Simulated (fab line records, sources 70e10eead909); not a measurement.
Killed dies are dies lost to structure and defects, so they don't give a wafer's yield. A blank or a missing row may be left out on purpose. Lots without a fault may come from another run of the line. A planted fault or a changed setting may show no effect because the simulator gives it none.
Which tool did it? | flow nand_harc | 15 lots, 45 wafers sampled, at 4 steps of a route of 1302

WHAT THE GAUGES READ, wafer by wafer
The record holds no reading of a measuring or inspecting step that can be judged against a usual standard deviation.

WHICH TOOL RAN EACH LOT (tool, then ch and the chambers of the sampled wafers, then the start)
lot  | NHARC_A_CONTACT_ETCH_50                       | NHARC_A_CONTACT_ETCH_113             | NHARC_A_CONTACT_ETCH_117             | NHARC_A_CONTACT_ETCH_119
L816 | rie_diel-13 ch 1,3, day 21 23:44 or earlier   | har_cap_etch-02 ch 0,1, day 21 23:44 | har_cap_etch-02 ch 0,1, day 22 00:25 | har_cap_etch-02 ch 0,1, day 22 00:46
L815 | rie_diel-05 ch 1,2, day 22 02:46              | har_cap_etch-02 ch 0,1, day 22 05:16 | har_cap_etch-02 ch 0,1, day 22 05:57 | har_cap_etch-02 ch 0,1, day 22 06:18
L817 | rie_diel-02 ch 0,1,2, day 22 05:13 or earlier | har_cap_etch-03 ch 0,1, day 22 05:13 | har_cap_etch-03 ch 0,1, day 22 05:54 | har_cap_etch-03 ch 0,1, day 22 06:15
L818 | rie_diel-02 ch 2,3, day 22 08:59 or earlier   | har_cap_etch-03 ch 0,1, day 22 08:59 | har_cap_etch-03 ch 0,1, day 22 09:41 | har_cap_etch-03 ch 0,1, day 22 10:01
L819 | rie_diel-05 ch 0,2,3, day 22 23:29 or earlier | har_cap_etch-02 ch 0,1, day 22 23:29 | har_cap_etch-02 ch 0,1, day 23 00:10 | har_cap_etch-02 ch 0,1, day 23 00:30
L825 | rie_diel-13 ch 1,3, day 26 13:13 or earlier   | har_cap_etch-01 ch 0,1, day 26 13:13 | har_cap_etch-01 ch 0,1, day 26 13:53 | har_cap_etch-01 ch 0,1, day 26 14:14
L827 | rie_diel-13 ch 1,2,3, day 26 17:17 or earlier | har_cap_etch-02 ch 0,1, day 26 17:17 | har_cap_etch-02 ch 0,1, day 27 01:02 | har_cap_etch-02 ch 0,1, day 27 01:22
L828 | rie_diel-13 ch 1,2,3, day 27 03:03 or earlier | har_cap_etch-03 ch 0,1, day 27 03:03 | har_cap_etch-03 ch 0,1, day 27 03:58 | har_cap_etch-03 ch 0,1, day 27 04:25
L831 | rie_diel-13 ch 1,2,3, day 28 07:12 or earlier | har_cap_etch-01 ch 0,1, day 28 07:12 | har_cap_etch-01 ch 0,1, day 28 07:53 | har_cap_etch-01 ch 0,1, day 28 08:14
L832 | rie_diel-05 ch 0,1,2, day 28 12:54 or earlier | har_cap_etch-02 ch 0,1, day 28 12:54 | har_cap_etch-02 ch 0,1, day 28 13:35 | har_cap_etch-02 ch 0,1, day 28 13:55
L830 | rie_diel-02 ch 1,2, day 28 15:56 or earlier   | har_cap_etch-01 ch 0,1, day 28 15:56 | har_cap_etch-01 ch 0,1, day 28 16:37 | har_cap_etch-01 ch 0,1, day 28 16:57
L833 | rie_diel-02 ch 1,2, day 29 10:50 or earlier   | har_cap_etch-03 ch 0,1, day 29 10:50 | har_cap_etch-03 ch 0,1, day 29 11:31 | har_cap_etch-03 ch 0,1, day 29 11:51
L834 | rie_diel-05 ch 0,3, day 29 14:36 or earlier   | har_cap_etch-02 ch 0,1, day 29 14:36 | har_cap_etch-02 ch 0,1, day 29 15:17 | har_cap_etch-02 ch 0,1, day 29 15:38
L836 | rie_diel-02 ch 1,2,3, day 30 00:03 or earlier | har_cap_etch-02 ch 0,1, day 30 00:03 | har_cap_etch-02 ch 0,1, day 30 00:44 | har_cap_etch-02 ch 0,1, day 30 01:05
L838 | rie_diel-13 ch 1,3, day 31 07:19 or earlier   | har_cap_etch-02 ch 0,1, day 31 07:19 | har_cap_etch-02 ch 0,1, day 31 08:00 | har_cap_etch-02 ch 0,1, day 31 08:20
- NHARC_A_CONTACT_ETCH_50: etches the open film in CF4/CHF3, target depth 121 nm, time 60.5 s.
- NHARC_A_CONTACT_ETCH_113: etches the open film in C4F8/O2/Ar, time 190 s, target depth 1850 nm.
- NHARC_A_CONTACT_ETCH_117: etches the open film in C4F8/O2/Ar, time 190 s, target depth 1850 nm.
- NHARC_A_CONTACT_ETCH_119: etches the open film in C4F8/O2/Ar, time 190 s, target depth 1850 nm.

WHAT THE TOOLS THEMSELVES READ (means of the sampled wafers that have a number; where no wafer has one, the mark that the record gives instead)
NHARC_A_CONTACT_ETCH_50. Usual: bias_w 200.0 W, standard deviation 0.61; cf4_flow_sccm 99.97 sccm, standard deviation 0.28; chamber_pressure_mTorr 25.001 mTorr, standard deviation 0.021; drypump_motor_current_A 5.5 A, standard deviation 0.5; oes_product_au 0.944 a.u., standard deviation 0.024; rf_vpp_V 371.2 V, standard deviation 1.7; showerhead_plenum_p_Torr 1.59 Torr, standard deviation 0.043; throttle_valve_pct 16.802 %, standard deviation 0.0092.
lot  | tool        | bias_w (W) | cf4_flow_sccm (sccm) | chamber_pressure_mTorr (mTorr) | drypump_motor_current_A (A) | oes_product_au (a.u.) | rf_vpp_V (V) | showerhead_plenum_p_Torr (Torr) | throttle_valve_pct (%) | flag
L816 | rie_diel-13 | 200.2      | 99.90                | 24.998                         | 5.8                         | 0.932                 | 372.4        | 1.61                            | 16.805                 |
L815 | rie_diel-05 | 200.1      | 99.84                | 25.018                         | 5.5                         | 0.921                 | 371.2        | 1.57                            | 16.798                 |
L817 | rie_diel-02 | 199.5      | 99.84                | 25.000                         | 5.6                         | 0.920                 | 372.0        | 1.62                            | 16.807                 |
L818 | rie_diel-02 | 200.1      | 99.58                | 25.006                         | 5.3                         | 0.932                 | 369.1        | 1.53                            | 16.792                 |
L819 | rie_diel-05 | 199.5      | 99.71                | 25.010                         | 5.5                         | 0.915                 | 371.7        | 1.61                            | 16.806                 |
L825 | rie_diel-13 | 199.9      | 99.79                | 25.017                         | 5.8                         | 0.955                 | 372.2        | 1.60                            | 16.799                 |
L827 | rie_diel-13 | 199.8      | 99.95                | 24.985                         | 5.7                         | 0.969                 | 371.6        | 1.61                            | 16.800                 |
L828 | rie_diel-13 | 199.9      | 99.62                | 25.009                         | 5.8                         | 0.961                 | 371.5        | 1.61                            | 16.793                 |
L831 | rie_diel-13 | 200.4      | 99.93                | 24.999                         | 5.7                         | 0.961                 | 371.8        | 1.61                            | 16.814                 |
L832 | rie_diel-05 | 200.3      | 99.88                | 24.985                         | 5.1                         | 0.918                 | 370.7        | 1.59                            | 16.806                 |
L830 | rie_diel-02 | 200.1      | 100.16               | 24.986                         | 6.0                         | 0.910                 | 372.4        | 1.62                            | 16.805                 |
L833 | rie_diel-02 | 200.1      | 100.19               | 25.011                         | 5.8                         | 0.933                 | 371.7        | 1.59                            | 16.805                 |
L834 | rie_diel-05 | 199.9      | 99.90                | 24.985                         | 5.0                         | 0.929                 | 372.5        | 1.63                            | 16.797                 |
L836 | rie_diel-02 | 200.2      | 100.48               | 24.999                         | 5.6                         | 0.927                 | 370.6        | 1.57                            | 16.803                 |
L838 | rie_diel-13 | 200.7      | 100.13               | 25.000                         | 5.8                         | 0.959                 | 370.6        | 1.60                            | 16.792                 |

NHARC_A_CONTACT_ETCH_113. Usual: chamber_pressure_mTorr 19.998 mTorr, standard deviation 0.017; oes_air_line_au 0.999 a.u., standard deviation 0.019.
lot  | tool            | chamber_pressure_mTorr (mTorr) | oes_air_line_au (a.u.) | flag
L816 | har_cap_etch-02 | 19.992                         | 0.982                  |
L815 | har_cap_etch-02 | 20.018                         | 0.995                  |
L817 | har_cap_etch-03 | 19.999                         | 1.019                  |
L818 | har_cap_etch-03 | 19.988                         | 1.018                  |
L819 | har_cap_etch-02 | 20.011                         | 0.984                  |
L825 | har_cap_etch-01 | -                              | -                      | OFF
L827 | har_cap_etch-02 | -                              | -                      | OFF
L828 | har_cap_etch-03 | -                              | -                      | OFF
L831 | har_cap_etch-01 | 19.985                         | 1.007                  |
L832 | har_cap_etch-02 | 20.019                         | 1.000                  |
L830 | har_cap_etch-01 | 19.989                         | 1.009                  |
L833 | har_cap_etch-03 | 20.011                         | 1.006                  |
L834 | har_cap_etch-02 | 19.997                         | 1.006                  |
L836 | har_cap_etch-02 | 19.985                         | 0.983                  |
L838 | har_cap_etch-02 | 19.994                         | 0.995                  |

NHARC_A_CONTACT_ETCH_117. Usual: chamber_pressure_mTorr 20.003 mTorr, standard deviation 0.018; oes_air_line_au 1.000 a.u., standard deviation 0.02.
lot  | tool            | chamber_pressure_mTorr (mTorr) | oes_air_line_au (a.u.) | flag
L816 | har_cap_etch-02 | 20.001                         | 1.001                  |
L815 | har_cap_etch-02 | 20.007                         | 0.990                  |
L817 | har_cap_etch-03 | 19.993                         | 1.003                  |
L818 | har_cap_etch-03 | 20.004                         | 1.017                  |
L819 | har_cap_etch-02 | 20.000                         | 1.003                  |
L825 | har_cap_etch-01 | 20.007                         | 0.988                  |
L827 | har_cap_etch-02 | 19.998                         | 0.978                  |
L828 | har_cap_etch-03 | 20.005                         | 0.998                  |
L831 | har_cap_etch-01 | 20.021                         | 1.020                  |
L832 | har_cap_etch-02 | 20.000                         | 1.011                  |
L830 | har_cap_etch-01 | 20.001                         | 0.995                  |
L833 | har_cap_etch-03 | 20.019                         | 1.019                  |
L834 | har_cap_etch-02 | 20.004                         | 1.020                  |
L836 | har_cap_etch-02 | 19.996                         | 0.974                  |
L838 | har_cap_etch-02 | 20.017                         | 0.971                  |

NHARC_A_CONTACT_ETCH_119. Usual: chamber_pressure_mTorr 19.999 mTorr, standard deviation 0.02; oes_air_line_au 1.004 a.u., standard deviation 0.023.
lot  | tool            | chamber_pressure_mTorr (mTorr) | oes_air_line_au (a.u.) | flag
L816 | har_cap_etch-02 | 19.998                         | 1.036                  |
L815 | har_cap_etch-02 | 19.993                         | 1.032                  |
L817 | har_cap_etch-03 | 19.993                         | 0.980                  |
L818 | har_cap_etch-03 | 19.991                         | 1.008                  |
L819 | har_cap_etch-02 | 20.003                         | 1.011                  |
L825 | har_cap_etch-01 | 19.995                         | 0.986                  |
L827 | har_cap_etch-02 | 20.004                         | 0.983                  |
L828 | har_cap_etch-03 | 20.004                         | 1.017                  |
L831 | har_cap_etch-01 | 20.000                         | 0.998                  |
L832 | har_cap_etch-02 | 19.997                         | 0.975                  |
L830 | har_cap_etch-01 | 20.007                         | 0.993                  |
L833 | har_cap_etch-03 | 19.989                         | 1.030                  |
L834 | har_cap_etch-02 | 20.015                         | 0.974                  |
L836 | har_cap_etch-02 | 19.985                         | 1.030                  |
L838 | har_cap_etch-02 | 19.995                         | 1.018                  |

THE ANSWER, worked out from the rows above alone
Rule: a lot is off if the mean of its wafers that have a number lies more than 3 standard deviations from the usual mean. A lot without any number at a reading at which 4 lots or more have one is off too. The other lots that the step has rows for count as sound. The gauges are gone through in route order, then the tools' own readings, and for those a lot's mean is taken as printed above. The first step at which some lot is off is used, and at that step the reading that is off furthest; a lot without a number counts as furthest.
Off: L825, L827, L828, at NHARC_A_CONTACT_ETCH_113 (chamber_pressure_mTorr). Without a number there: L825, L827, L828.
A tool fits if, at that step or a process step before it, it ran every lot that is off, and no sound lot after the first of them. NHARC_A_CONTACT_ETCH_50 gives no start for some lots, so the hours and the order of its lots are those of NHARC_A_CONTACT_ETCH_113. None of those tried fits.

WHAT THE SIMULATOR HAD PUT IN
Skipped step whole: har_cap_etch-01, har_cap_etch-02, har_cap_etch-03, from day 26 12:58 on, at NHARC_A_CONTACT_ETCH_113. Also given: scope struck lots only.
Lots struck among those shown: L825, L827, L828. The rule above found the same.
